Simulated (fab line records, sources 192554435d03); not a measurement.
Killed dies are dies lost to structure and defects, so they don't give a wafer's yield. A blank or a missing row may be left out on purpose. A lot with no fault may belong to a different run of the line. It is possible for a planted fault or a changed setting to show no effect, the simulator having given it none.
fab line records / flow n5_finfet / part 2 of 2: steps 22 to 28 of 28
[record] lots = 5 wafers = 15 last_day = 22
route steps=1938 shown BEOL_M7@1329 BEOL_M8@1332
lots that met no fault: taken from a fault-free run of the same line
start_h: start of the lot's first displayed wafer, in hours after the record's first day / wait_h: hours from the lot's prior step to this one / " as in the row above / L1.1+2: a single row standing in for several wafers / - no value, or no start given / * or withheld: withheld / < > ~ a bound
route shown NAME@n: NAME is a module with steps in the file, n the number in the route of the first one / usual: average and standard deviation across the fault-free wafers / same: alike in all rows / chamber/n: place in a boat / sites: each site's reading / _std_site: the values' standard deviation / _edge_site: mean of outer sites minus mean of inner sites / radius_mm: for every site, how far away it sits from the centre of the wafer / mask NAME#n: copy n / behind: tool/chamber where the wafer was last shaped / hold: cause of the lot's hold/its duration in hours/its outcome / device: names the non-switching transistor (n, p or np) / end of line: the tests these same wafers got at the end of their route / a step given without rows: its recipe and nothing more / killed: at the first sort, the dies lost to defects and structure; wafer yield is something else / map: a wafer's dies, x killed, . not, _ none there
set.NAME: the setting that was run; set.NAME@STEP: the one run at that earlier step / model.NAME: the simulator's own value behind a step, which no gauge read
a table for each step, a row for each wafer; lots at some steps of the route
services: a tool's chamber out of use, with start hour (start_h, from the record's first day; less than 0 if before it), hours out, and reason
[[steps]]
[step N5_BEOL_M8_ETCH_62]
[recipe] chemistry = N2/H2 target = SOC target_depth_a = 1100 overetch_a = 220 mask_material = SiARC temp_c = 40 time_s = 165 ion_energy_ev = 200 pressure_mtorr = 30 source_w = 840 bias_w = 150 n2_flow_sccm = 200 h2_flow_sccm = 200
[usual] bias_w = 150.0/0.47 chamber_pressure_mTorr = 29.997/0.029 drypump_motor_current_A = 5.6/0.43 h2_flow_sccm = 200.1/0.55 oes_product_au = 0.70/0.071 rf_fwd_power_W = 837.6/2.4 rf_vpp_V = 524.8/2.7 showerhead_plenum_p_Torr = 2.58/0.096 throttle_valve_pct = 17.85/0.2
lot.wafer=L076.1 tool=rie_diel-02 chamber=1 start_h=268.68 wait_h=0.0 bias_w=150.7 chamber_pressure_mTorr=29.984 drypump_motor_current_A=5.8 h2_flow_sccm=199.4 oes_product_au=0.62 rf_fwd_power_W=841.1 rf_hours_counter_h=196 rf_vpp_V=526.1 showerhead_plenum_p_Torr=2.63 throttle_valve_pct=17.85
lot.wafer=L076.2 tool=rie_diel-02 chamber=3 start_h=268.68 wait_h=0.0 bias_w=150.8 chamber_pressure_mTorr=29.966 drypump_motor_current_A=5.6 h2_flow_sccm=200.1 oes_product_au=0.64 rf_fwd_power_W=834.2 rf_hours_counter_h=175 rf_vpp_V=520.6 showerhead_plenum_p_Torr=2.43 throttle_valve_pct=18.07
lot.wafer=L076.3 tool=rie_diel-02 chamber=0 start_h=268.68 wait_h=0.0 bias_w=150.1 chamber_pressure_mTorr=29.997 drypump_motor_current_A=5.6 h2_flow_sccm=200.2 oes_product_au=0.59 rf_fwd_power_W=834.0 rf_hours_counter_h=220 rf_vpp_V=519.1 showerhead_plenum_p_Torr=2.41 throttle_valve_pct=17.78
lot.wafer=L080.1 tool=rie_diel-04 chamber=0 start_h=292.23 wait_h=0.0 bias_w=150.1 chamber_pressure_mTorr=29.969 drypump_motor_current_A=6.1 h2_flow_sccm=199.8 oes_product_au=0.74 rf_fwd_power_W=835.5 rf_hours_counter_h=40 rf_vpp_V=528.9 showerhead_plenum_p_Torr=2.71 throttle_valve_pct=17.74
lot.wafer=L080.2 tool=rie_diel-04 chamber=3 start_h=292.23 wait_h=0.0 bias_w=149.8 chamber_pressure_mTorr=30.000 drypump_motor_current_A=5.1 h2_flow_sccm=199.8 oes_product_au=0.79 rf_fwd_power_W=835.0 rf_hours_counter_h=19 rf_vpp_V=527.1 showerhead_plenum_p_Torr=2.59 throttle_valve_pct=17.74
lot.wafer=L080.6 tool=rie_diel-04 chamber=3 start_h=292.23 wait_h=0.0 bias_w=150.1 chamber_pressure_mTorr=30.012 drypump_motor_current_A=5.1 h2_flow_sccm=199.9 oes_product_au=0.79 rf_fwd_power_W=837.4 rf_hours_counter_h=- rf_vpp_V=526.1 showerhead_plenum_p_Torr=2.59 throttle_valve_pct=17.77
lot.wafer=L097.1 tool=rie_diel-02 chamber=2 start_h=406.03 wait_h=0.0 bias_w=150.1 chamber_pressure_mTorr=29.936 drypump_motor_current_A=5.6 h2_flow_sccm=200.0 oes_product_au=0.63 rf_fwd_power_W=838.1 rf_hours_counter_h=172 rf_vpp_V=524.2 showerhead_plenum_p_Torr=2.65 throttle_valve_pct=18.13
lot.wafer=L097.2 tool=rie_diel-02 chamber=3 start_h=406.03 wait_h=0.0 bias_w=150.6 chamber_pressure_mTorr=29.971 drypump_motor_current_A=5.6 h2_flow_sccm=200.4 oes_product_au=0.60 rf_fwd_power_W=839.5 rf_hours_counter_h=219 rf_vpp_V=520.2 showerhead_plenum_p_Torr=2.41 throttle_valve_pct=18.13
lot.wafer=L097.6 tool=rie_diel-02 chamber=0 start_h=406.03 wait_h=0.0 bias_w=150.4 chamber_pressure_mTorr=30.006 drypump_motor_current_A=5.6 h2_flow_sccm=200.3 oes_product_au=0.82 rf_fwd_power_W=840.0 rf_hours_counter_h=- rf_vpp_V=528.3 showerhead_plenum_p_Torr=2.72 throttle_valve_pct=17.43
lot.wafer=L092.3 tool=rie_diel-04 chamber=0 start_h=422.18 wait_h=0.0 bias_w=149.9 chamber_pressure_mTorr=30.010 drypump_motor_current_A=6.1 h2_flow_sccm=200.6 oes_product_au=0.71 rf_fwd_power_W=834.0 rf_hours_counter_h=74 rf_vpp_V=526.9 showerhead_plenum_p_Torr=2.69 throttle_valve_pct=17.79
lot.wafer=L092.4 tool=rie_diel-04 chamber=3 start_h=422.18 wait_h=0.0 bias_w=149.6 chamber_pressure_mTorr=29.990 drypump_motor_current_A=5.1 h2_flow_sccm=201.1 oes_product_au=0.74 rf_fwd_power_W=838.0 rf_hours_counter_h=59 rf_vpp_V=524.8 showerhead_plenum_p_Torr=2.58 throttle_valve_pct=17.84
lot.wafer=L092.6 tool=rie_diel-04 chamber=3 start_h=422.18 wait_h=0.0 bias_w=149.7 chamber_pressure_mTorr=30.028 drypump_motor_current_A=5.1 h2_flow_sccm=200.6 oes_product_au=0.73 rf_fwd_power_W=840.4 rf_hours_counter_h=- rf_vpp_V=524.9 showerhead_plenum_p_Torr=2.58 throttle_valve_pct=17.83
lot.wafer=L093.2 tool=rie_diel-05 chamber=0 start_h=429.23 wait_h=0.0 bias_w=149.6 chamber_pressure_mTorr=30.034 drypump_motor_current_A=6.3 h2_flow_sccm=200.3 oes_product_au=0.68 rf_fwd_power_W=835.6 rf_hours_counter_h=83 rf_vpp_V=525.0 showerhead_plenum_p_Torr=2.58 throttle_valve_pct=17.98
lot.wafer=L093.3 tool=rie_diel-05 chamber=1 start_h=429.23 wait_h=0.0 bias_w=149.4 chamber_pressure_mTorr=29.978 drypump_motor_current_A=5.4 h2_flow_sccm=200.7 oes_product_au=0.70 rf_fwd_power_W=839.5 rf_hours_counter_h=75 rf_vpp_V=527.1 showerhead_plenum_p_Torr=2.70 throttle_valve_pct=17.83
lot.wafer=L093.6 tool=rie_diel-05 chamber=2 start_h=429.23 wait_h=0.0 bias_w=150.2 chamber_pressure_mTorr=29.940 drypump_motor_current_A=5.8 h2_flow_sccm=199.5 oes_product_au=0.72 rf_fwd_power_W=840.2 rf_hours_counter_h=- rf_vpp_V=524.6 showerhead_plenum_p_Torr=2.59 throttle_valve_pct=17.79
[step N5_BEOL_M8_STRIP_68]
[recipe] chemistry = N2/H2 temp_c = 40 n2_flow_sccm = 200 h2_flow_sccm = 200 rf_frequency_hz = 6e+07
lot.wafer=L076.1+2+3 tool=rie_diel-02 chamber=1,3,0 start_h=268.81 wait_h=0.1
lot.wafer=L080.1+2+6 tool=rie_diel-04 chamber=0,3,3 start_h=292.36 wait_h=0.1
lot.wafer=L097.1+2+6 tool=rie_diel-02 chamber=2,3,0 start_h=406.16 wait_h=0.1
lot.wafer=L092.3+4+6 tool=rie_diel-04 chamber=0,3,3 start_h=422.32 wait_h=0.1
lot.wafer=L093.2+3+6 tool=rie_diel-05 chamber=0,1,2 start_h=429.36 wait_h=0.1
[step N5_BEOL_M8_STRIP_67]
[recipe] chemistry = CF4 resist = SiARC power_w = 300 bias_power_w = 75 pressure_mtorr = 50 cf4_flow_sccm = 150 rf_frequency_hz = 6e+07
[usual] chamber_pressure_mTorr = 49.99/0.05 drypump_motor_current_A = 5.6/0.43 oes_product_au = 0.83/0.085 rf_vpp_V = 271.7/1.6 showerhead_plenum_p_Torr = 1.81/0.062 throttle_valve_pct = 13.55/0.22
lot.wafer=L076.1 tool=rie_diel-02 chamber=1 start_h=268.82 wait_h=0.0 chamber_pressure_mTorr=49.95 drypump_motor_current_A=5.8 oes_product_au=0.72 rf_hours_counter_h=196 rf_vpp_V=272.9 showerhead_plenum_p_Torr=1.85 throttle_valve_pct=13.68
lot.wafer=L076.2 tool=rie_diel-02 chamber=3 start_h=268.82 wait_h=0.0 chamber_pressure_mTorr=49.95 drypump_motor_current_A=5.6 oes_product_au=0.74 rf_hours_counter_h=175 rf_vpp_V=269.2 showerhead_plenum_p_Torr=1.71 throttle_valve_pct=13.81
lot.wafer=L076.3 tool=rie_diel-02 chamber=0 start_h=268.82 wait_h=0.0 chamber_pressure_mTorr=50.01 drypump_motor_current_A=5.6 oes_product_au=0.70 rf_hours_counter_h=220 rf_vpp_V=269.3 showerhead_plenum_p_Torr=1.71 throttle_valve_pct=13.65
lot.wafer=L080.1 tool=rie_diel-04 chamber=0 start_h=292.37 wait_h=0.0 chamber_pressure_mTorr=50.10 drypump_motor_current_A=6.1 oes_product_au=0.88 rf_hours_counter_h=40 rf_vpp_V=272.6 showerhead_plenum_p_Torr=1.90 throttle_valve_pct=13.44
lot.wafer=L080.2 tool=rie_diel-04 chamber=3 start_h=292.37 wait_h=0.0 chamber_pressure_mTorr=49.99 drypump_motor_current_A=5.1 oes_product_au=0.93 rf_hours_counter_h=19 rf_vpp_V=272.0 showerhead_plenum_p_Torr=1.83 throttle_valve_pct=13.33
lot.wafer=L080.6 tool=rie_diel-04 chamber=3 start_h=292.37 wait_h=0.0 chamber_pressure_mTorr=49.95 drypump_motor_current_A=5.2 oes_product_au=0.93 rf_hours_counter_h=- rf_vpp_V=272.2 showerhead_plenum_p_Torr=1.83 throttle_valve_pct=13.34
lot.wafer=L097.1 tool=rie_diel-02 chamber=2 start_h=406.17 wait_h=0.0 chamber_pressure_mTorr=50.03 drypump_motor_current_A=5.7 oes_product_au=0.74 rf_hours_counter_h=172 rf_vpp_V=273.8 showerhead_plenum_p_Torr=1.86 throttle_valve_pct=13.76
lot.wafer=L097.2 tool=rie_diel-02 chamber=3 start_h=406.17 wait_h=0.0 chamber_pressure_mTorr=50.09 drypump_motor_current_A=5.6 oes_product_au=0.72 rf_hours_counter_h=219 rf_vpp_V=269.4 showerhead_plenum_p_Torr=1.70 throttle_valve_pct=13.92
lot.wafer=L097.6 tool=rie_diel-02 chamber=0 start_h=406.17 wait_h=0.0 chamber_pressure_mTorr=50.03 drypump_motor_current_A=5.6 oes_product_au=0.97 rf_hours_counter_h=- rf_vpp_V=273.0 showerhead_plenum_p_Torr=1.91 throttle_valve_pct=13.17
lot.wafer=L092.3 tool=rie_diel-04 chamber=0 start_h=422.33 wait_h=0.0 chamber_pressure_mTorr=50.02 drypump_motor_current_A=6.1 oes_product_au=0.83 rf_hours_counter_h=74 rf_vpp_V=273.6 showerhead_plenum_p_Torr=1.89 throttle_valve_pct=13.49
lot.wafer=L092.4 tool=rie_diel-04 chamber=3 start_h=422.33 wait_h=0.0 chamber_pressure_mTorr=49.98 drypump_motor_current_A=5.1 oes_product_au=0.86 rf_hours_counter_h=59 rf_vpp_V=273.3 showerhead_plenum_p_Torr=1.82 throttle_valve_pct=13.43
lot.wafer=L092.6 tool=rie_diel-04 chamber=3 start_h=422.33 wait_h=0.0 chamber_pressure_mTorr=49.99 drypump_motor_current_A=5.1 oes_product_au=0.86 rf_hours_counter_h=- rf_vpp_V=271.6 showerhead_plenum_p_Torr=1.82 throttle_valve_pct=13.46
lot.wafer=L093.2 tool=rie_diel-05 chamber=0 start_h=429.37 wait_h=0.0 chamber_pressure_mTorr=50.05 drypump_motor_current_A=6.3 oes_product_au=0.82 rf_hours_counter_h=83 rf_vpp_V=271.9 showerhead_plenum_p_Torr=1.81 throttle_valve_pct=13.52
lot.wafer=L093.3 tool=rie_diel-05 chamber=1 start_h=429.37 wait_h=0.0 chamber_pressure_mTorr=49.99 drypump_motor_current_A=5.4 oes_product_au=0.83 rf_hours_counter_h=75 rf_vpp_V=272.0 showerhead_plenum_p_Torr=1.88 throttle_valve_pct=13.39
lot.wafer=L093.6 tool=rie_diel-05 chamber=2 start_h=429.37 wait_h=0.0 chamber_pressure_mTorr=49.99 drypump_motor_current_A=5.7 oes_product_au=0.86 rf_hours_counter_h=- rf_vpp_V=272.4 showerhead_plenum_p_Torr=1.82 throttle_valve_pct=13.54
[step N5_BEOL_M8_HM_OPEN_17]
[recipe] chemistry = Cl2/BCl3 target_depth_a = 200 overetch_a = 60 target = TiN mask_material = SOC ion_energy_ev = 150 pressure_mtorr = 10 icp_w = 1000 bias_w = 126 Cl2_flow_sccm = 53.25 bcl3_flow_sccm = 21.75 Ar_flow_sccm = 25
[usual] bcl3_flow_sccm = 21.75/0.068 bias_w = 126.0/0.4 chamber_pressure_mTorr = 10.000/0.009 drypump_motor_current_A = 5.63/0.3 oes_product_au = 0.67/0.093 rf_fwd_power_W = 992/3 throttle_valve_pct = 22.12/0.14
lot.wafer=L076.1 tool=rie_metal-02 chamber=0 start_h=268.86 wait_h=0.0 bcl3_flow_sccm=21.75 bias_w=126.1 chamber_pressure_mTorr=10.008 drypump_motor_current_A=6.28 oes_product_au=0.65 rf_fwd_power_W=989 rf_hours_counter_h=48 throttle_valve_pct=22.19
lot.wafer=L076.2 tool=rie_metal-02 chamber=1 start_h=268.86 wait_h=0.0 bcl3_flow_sccm=21.76 bias_w=125.4 chamber_pressure_mTorr=10.011 drypump_motor_current_A=5.65 oes_product_au=0.81 rf_fwd_power_W=988 rf_hours_counter_h=3 throttle_valve_pct=22.05
lot.wafer=L076.3 tool=rie_metal-02 chamber=1 start_h=268.86 wait_h=0.0 bcl3_flow_sccm=21.84 bias_w=126.6 chamber_pressure_mTorr=9.997 drypump_motor_current_A=5.68 oes_product_au=0.81 rf_fwd_power_W=990 rf_hours_counter_h=- throttle_valve_pct=22.02
lot.wafer=L080.1 tool=rie_metal-01 chamber=0 start_h=292.41 wait_h=0.0 bcl3_flow_sccm=21.82 bias_w=126.0 chamber_pressure_mTorr=9.999 drypump_motor_current_A=5.57 oes_product_au=0.56 rf_fwd_power_W=991 rf_hours_counter_h=105 throttle_valve_pct=22.05
lot.wafer=L080.2 tool=rie_metal-01 chamber=1 start_h=292.41 wait_h=0.0 bcl3_flow_sccm=21.73 bias_w=126.3 chamber_pressure_mTorr=10.000 drypump_motor_current_A=5.86 oes_product_au=0.55 rf_fwd_power_W=985 rf_hours_counter_h=100 throttle_valve_pct=22.34
lot.wafer=L080.6 tool=rie_metal-01 chamber=0 start_h=292.41 wait_h=0.0 bcl3_flow_sccm=21.77 bias_w=125.8 chamber_pressure_mTorr=9.996 drypump_motor_current_A=5.55 oes_product_au=0.56 rf_fwd_power_W=990 rf_hours_counter_h=- throttle_valve_pct=22.06
lot.wafer=L097.1 tool=rie_metal-03 chamber=1 start_h=406.25 wait_h=0.1 bcl3_flow_sccm=21.79 bias_w=125.7 chamber_pressure_mTorr=9.998 drypump_motor_current_A=5.45 oes_product_au=0.67 rf_fwd_power_W=993 rf_hours_counter_h=53 throttle_valve_pct=22.21
lot.wafer=L097.2 tool=rie_metal-03 chamber=1 start_h=406.25 wait_h=0.1 bcl3_flow_sccm=21.71 bias_w=125.8 chamber_pressure_mTorr=9.996 drypump_motor_current_A=5.46 oes_product_au=0.67 rf_fwd_power_W=995 rf_hours_counter_h=- throttle_valve_pct=22.21
lot.wafer=L097.6 tool=rie_metal-03 chamber=1 start_h=406.25 wait_h=0.1 bcl3_flow_sccm=21.71 bias_w=126.2 chamber_pressure_mTorr=10.010 drypump_motor_current_A=5.46 oes_product_au=0.66 rf_fwd_power_W=993 rf_hours_counter_h=- throttle_valve_pct=22.19
lot.wafer=L092.3 tool=rie_metal-02 chamber=0 start_h=422.40 wait_h=0.1 bcl3_flow_sccm=21.76 bias_w=126.0 chamber_pressure_mTorr=9.991 drypump_motor_current_A=6.26 oes_product_au=0.63 rf_fwd_power_W=992 rf_hours_counter_h=- throttle_valve_pct=22.19
lot.wafer=L092.4 tool=rie_metal-02 chamber=1 start_h=422.40 wait_h=0.1 bcl3_flow_sccm=21.64 bias_w=126.7 chamber_pressure_mTorr=10.017 drypump_motor_current_A=5.67 oes_product_au=0.76 rf_fwd_power_W=992 rf_hours_counter_h=- throttle_valve_pct=22.08
lot.wafer=L092.6 tool=rie_metal-02 chamber=1 start_h=422.40 wait_h=0.1 bcl3_flow_sccm=21.77 bias_w=126.4 chamber_pressure_mTorr=10.009 drypump_motor_current_A=5.68 oes_product_au=0.76 rf_fwd_power_W=988 rf_hours_counter_h=- throttle_valve_pct=22.05
lot.wafer=L093.2 tool=rie_metal-03 chamber=1 start_h=429.42 wait_h=0.0 bcl3_flow_sccm=21.84 bias_w=126.3 chamber_pressure_mTorr=10.018 drypump_motor_current_A=5.44 oes_product_au=0.64 rf_fwd_power_W=992 rf_hours_counter_h=56 throttle_valve_pct=22.23
lot.wafer=L093.3 tool=rie_metal-03 chamber=1 start_h=429.42 wait_h=0.0 bcl3_flow_sccm=21.78 bias_w=125.9 chamber_pressure_mTorr=10.009 drypump_motor_current_A=5.45 oes_product_au=0.64 rf_fwd_power_W=992 rf_hours_counter_h=- throttle_valve_pct=22.26
lot.wafer=L093.6 tool=rie_metal-03 chamber=0 start_h=429.42 wait_h=0.0 bcl3_flow_sccm=21.70 bias_w=125.8 chamber_pressure_mTorr=10.009 drypump_motor_current_A=5.30 oes_product_au=0.81 rf_fwd_power_W=991 rf_hours_counter_h=- throttle_valve_pct=21.92
[step N5_BEOL_M8_STRIP_19]
[recipe] chemistry = O2 power_w = 400 temp_c = 40 pressure_mtorr = 30 rf_frequency_hz = 6e+07 bias_power_w = 0 overash_fraction = 0.2 o2_flow_sccm = 225
[usual] chamber_pressure_mTorr = 30.00/0.031 drypump_motor_current_A = 5.7/0.45 oes_product_au = 0.82/0.09 rf_vpp_V = 3.6/0.6 showerhead_plenum_p_Torr = 2.12/0.079 throttle_valve_pct = 16.67/0.2
[same] overash_fraction = 0.2
lot.wafer=L076.1 tool=rie_diel-05 chamber=3 start_h=268.97 wait_h=0.1 chamber_pressure_mTorr=29.95 drypump_motor_current_A=6.6 oes_product_au=0.68 rf_hours_counter_h=218 rf_vpp_V=3.7 showerhead_plenum_p_Torr=2.17 throttle_valve_pct=16.90
lot.wafer=L076.2 tool=rie_diel-05 chamber=0 start_h=268.97 wait_h=0.1 chamber_pressure_mTorr=30.04 drypump_motor_current_A=6.3 oes_product_au=0.86 rf_hours_counter_h=44 rf_vpp_V=3.1 showerhead_plenum_p_Torr=2.13 throttle_valve_pct=16.60
lot.wafer=L076.3 tool=rie_diel-05 chamber=1 start_h=268.97 wait_h=0.1 chamber_pressure_mTorr=30.01 drypump_motor_current_A=5.4 oes_product_au=0.89 rf_hours_counter_h=29 rf_vpp_V=3.2 showerhead_plenum_p_Torr=2.23 throttle_valve_pct=16.44
lot.wafer=L080.1 tool=rie_diel-02 chamber=0 start_h=292.52 wait_h=0.1 chamber_pressure_mTorr=29.98 drypump_motor_current_A=5.6 oes_product_au=0.68 rf_hours_counter_h=229 rf_vpp_V=3.5 showerhead_plenum_p_Torr=1.99 throttle_valve_pct=16.73
lot.wafer=L080.2 tool=rie_diel-02 chamber=1 start_h=292.52 wait_h=0.1 chamber_pressure_mTorr=30.01 drypump_motor_current_A=5.7 oes_product_au=0.71 rf_hours_counter_h=204 rf_vpp_V=4.2 showerhead_plenum_p_Torr=2.17 throttle_valve_pct=16.76
lot.wafer=L080.6 tool=rie_diel-02 chamber=1 start_h=292.52 wait_h=0.1 chamber_pressure_mTorr=30.00 drypump_motor_current_A=5.8 oes_product_au=0.70 rf_hours_counter_h=- rf_vpp_V=3.4 showerhead_plenum_p_Torr=2.17 throttle_valve_pct=16.75
lot.wafer=L097.1 tool=rie_diel-04 chamber=1 start_h=406.45 wait_h=0.2 chamber_pressure_mTorr=30.03 drypump_motor_current_A=5.6 oes_product_au=0.81 rf_hours_counter_h=116 rf_vpp_V=3.2 showerhead_plenum_p_Torr=2.02 throttle_valve_pct=16.87
lot.wafer=L097.2 tool=rie_diel-04 chamber=3 start_h=406.45 wait_h=0.2 chamber_pressure_mTorr=30.00 drypump_motor_current_A=5.2 oes_product_au=0.89 rf_hours_counter_h=52 rf_vpp_V=3.9 showerhead_plenum_p_Torr=2.14 throttle_valve_pct=16.59
lot.wafer=L097.6 tool=rie_diel-04 chamber=2 start_h=406.45 wait_h=0.2 chamber_pressure_mTorr=30.03 drypump_motor_current_A=5.2 oes_product_au=0.90 rf_hours_counter_h=- rf_vpp_V=4.7 showerhead_plenum_p_Torr=2.04 throttle_valve_pct=16.40
lot.wafer=L092.3 tool=rie_diel-04 chamber=3 start_h=422.49 wait_h=0.1 chamber_pressure_mTorr=30.07 drypump_motor_current_A=5.1 oes_product_au=0.87 rf_hours_counter_h=59 rf_vpp_V=4.0 showerhead_plenum_p_Torr=2.13 throttle_valve_pct=16.60
lot.wafer=L092.4 tool=rie_diel-04 chamber=1 start_h=422.49 wait_h=0.1 chamber_pressure_mTorr=30.02 drypump_motor_current_A=5.6 oes_product_au=0.79 rf_hours_counter_h=122 rf_vpp_V=4.0 showerhead_plenum_p_Torr=2.01 throttle_valve_pct=16.89
lot.wafer=L092.6 tool=rie_diel-04 chamber=2 start_h=422.49 wait_h=0.1 chamber_pressure_mTorr=30.01 drypump_motor_current_A=5.1 oes_product_au=0.88 rf_hours_counter_h=- rf_vpp_V=5.0 showerhead_plenum_p_Torr=2.04 throttle_valve_pct=16.41
lot.wafer=L093.2 tool=rie_diel-04 chamber=1 start_h=429.53 wait_h=0.1 chamber_pressure_mTorr=30.01 drypump_motor_current_A=5.6 oes_product_au=0.80 rf_hours_counter_h=124 rf_vpp_V=3.4 showerhead_plenum_p_Torr=2.01 throttle_valve_pct=16.91
lot.wafer=L093.3 tool=rie_diel-04 chamber=0 start_h=429.53 wait_h=0.1 chamber_pressure_mTorr=30.00 drypump_motor_current_A=6.1 oes_product_au=0.84 rf_hours_counter_h=76 rf_vpp_V=4.7 showerhead_plenum_p_Torr=2.21 throttle_valve_pct=16.57
lot.wafer=L093.6 tool=rie_diel-04 chamber=1 start_h=429.53 wait_h=0.1 chamber_pressure_mTorr=30.03 drypump_motor_current_A=5.6 oes_product_au=0.79 rf_hours_counter_h=- rf_vpp_V=4.7 showerhead_plenum_p_Torr=2.01 throttle_valve_pct=16.90
[step N5_BEOL_M8_CD_MEAS_18]
[recipe] pitch_nm = 80 target_cd_nm = 40
[usual] cd_nm = 40.0/0.54
lot.wafer=L076.1 tool=cd_sem-01 chamber=- start_h=269.04 wait_h=0.0 cd_nm=40.0
lot.wafer=L076.2 tool=cd_sem-01 chamber=- start_h=269.04 wait_h=0.0 cd_nm=39.7
lot.wafer=L076.3 tool=cd_sem-01 chamber=- start_h=269.04 wait_h=0.0 cd_nm=39.7
lot.wafer=L080.1 tool=cd_sem-02 chamber=- start_h=292.59 wait_h=0.0 cd_nm=39.4
lot.wafer=L080.2 tool=cd_sem-02 chamber=- start_h=292.59 wait_h=0.0 cd_nm=39.9
lot.wafer=L080.6 tool=cd_sem-02 chamber=- start_h=292.59 wait_h=0.0 cd_nm=39.1
lot.wafer=L097.1 tool=cd_sem-02 chamber=- start_h=406.52 wait_h=0.0 cd_nm=39.9
lot.wafer=L097.2 tool=cd_sem-02 chamber=- start_h=406.52 wait_h=0.0 cd_nm=39.8
lot.wafer=L097.6 tool=cd_sem-02 chamber=- start_h=406.52 wait_h=0.0 cd_nm=39.7
lot.wafer=L092.3 tool=cd_sem-01 chamber=- start_h=422.57 wait_h=0.1 cd_nm=40.1
lot.wafer=L092.4 tool=cd_sem-01 chamber=- start_h=422.57 wait_h=0.1 cd_nm=40.6
lot.wafer=L092.6 tool=cd_sem-01 chamber=- start_h=422.57 wait_h=0.1 cd_nm=40.3
lot.wafer=L093.2 tool=cd_sem-03 chamber=- start_h=429.60 wait_h=0.1 cd_nm=38.9
lot.wafer=L093.3 tool=cd_sem-03 chamber=- start_h=429.60 wait_h=0.1 cd_nm=39.6
lot.wafer=L093.6 tool=cd_sem-03 chamber=- start_h=429.60 wait_h=0.1 cd_nm=40.4
[step N5_BEOL_M8_COAT_63]
[recipe] resist = SOC temp_c = 250 time_s = 60 spin_rpm = 1500 resist_thk_nm = 60
[usual] dispense_pressure_kPa = 49/3.9
lot.wafer=L076.1 tool=litho_track-01 chamber=0 start_h=270.82 wait_h=1.8 dispense_pressure_kPa=46
lot.wafer=L076.2 tool=litho_track-01 chamber=0 start_h=270.82 wait_h=1.8 dispense_pressure_kPa=46
lot.wafer=L076.3 tool=litho_track-01 chamber=0 start_h=270.82 wait_h=1.8 dispense_pressure_kPa=46
lot.wafer=L080.1 tool=litho_track-01 chamber=0 start_h=294.79 wait_h=2.2 dispense_pressure_kPa=46
lot.wafer=L080.2 tool=litho_track-01 chamber=0 start_h=294.79 wait_h=2.2 dispense_pressure_kPa=46
lot.wafer=L080.6 tool=litho_track-01 chamber=0 start_h=294.79 wait_h=2.2 dispense_pressure_kPa=46
lot.wafer=L097.1 tool=litho_track-04 chamber=0 start_h=407.90 wait_h=1.4 dispense_pressure_kPa=49
lot.wafer=L097.2 tool=litho_track-04 chamber=0 start_h=407.90 wait_h=1.4 dispense_pressure_kPa=49
lot.wafer=L097.6 tool=litho_track-04 chamber=0 start_h=407.90 wait_h=1.4 dispense_pressure_kPa=49
lot.wafer=L092.3 tool=litho_track-01 chamber=0 start_h=423.62 wait_h=1.0 dispense_pressure_kPa=46
lot.wafer=L092.4 tool=litho_track-01 chamber=0 start_h=423.62 wait_h=1.0 dispense_pressure_kPa=46
lot.wafer=L092.6 tool=litho_track-01 chamber=0 start_h=423.62 wait_h=1.0 dispense_pressure_kPa=46
lot.wafer=L093.2 tool=litho_track-01 chamber=0 start_h=431.61 wait_h=2.0 dispense_pressure_kPa=46
lot.wafer=L093.3 tool=litho_track-01 chamber=0 start_h=431.61 wait_h=2.0 dispense_pressure_kPa=46
lot.wafer=L093.6 tool=litho_track-01 chamber=0 start_h=431.61 wait_h=2.0 dispense_pressure_kPa=46
[[services]]
tool=uv_cure-01 chamber=- start_h=243.99 hours=0.3 kind=repair
tool=rie_diel-02 chamber=0 start_h=251.28 hours=2.0 kind=repair
tool=arfi_scanner-03 chamber=- start_h=256.56 hours=1.3 kind=pm
tool=rie_metal-02 chamber=- start_h=259.57 hours=1.4 kind=pm
tool=arfi_scanner-03 chamber=- start_h=263.88 hours=3.9 kind=pm
tool=uv_cure-01 chamber=- start_h=267.57 hours=2.1 kind=pm
tool=pecvd-02 chamber=0 start_h=274.67 hours=30.8 kind=repair
tool=arfi_scanner-02 chamber=- start_h=310.53 hours=1.0 kind=pm
tool=arfi_scanner-02 chamber=- start_h=315.88 hours=0.8 kind=repair
tool=rie_diel-05 chamber=1 start_h=333.99 hours=5.9 kind=repair
tool=rie_diel-02 chamber=3 start_h=335.79 hours=4.6 kind=repair
tool=pecvd-02 chamber=2 start_h=337.97 hours=16.0 kind=repair
tool=arfi_scanner-02 chamber=- start_h=339.59 hours=1.3 kind=pm
tool=pecvd-04 chamber=- start_h=343.78 hours=0.7 kind=repair
tool=pecvd-02 chamber=2 start_h=355.96 hours=3.8 kind=repair
tool=arfi_scanner-02 chamber=- start_h=367.52 hours=0.5 kind=repair
tool=rie_diel-04 chamber=3 start_h=382.33 hours=7.4 kind=repair
tool=arfi_scanner-02 chamber=- start_h=384.33 hours=3.1 kind=pm
tool=arfi_scanner-02 chamber=- start_h=387.45 hours=1.0 kind=pm
tool=rie_diel-04 chamber=0 start_h=393.93 hours=4.7 kind=repair
tool=arfi_scanner-02 chamber=- start_h=395.29 hours=0.8 kind=pm
tool=rie_diel-04 chamber=0 start_h=401.55 hours=15.5 kind=repair
tool=pecvd-04 chamber=1 start_h=411.59 hours=7.1 kind=repair
tool=rie_diel-02 chamber=0 start_h=421.32 hours=2.2 kind=repair
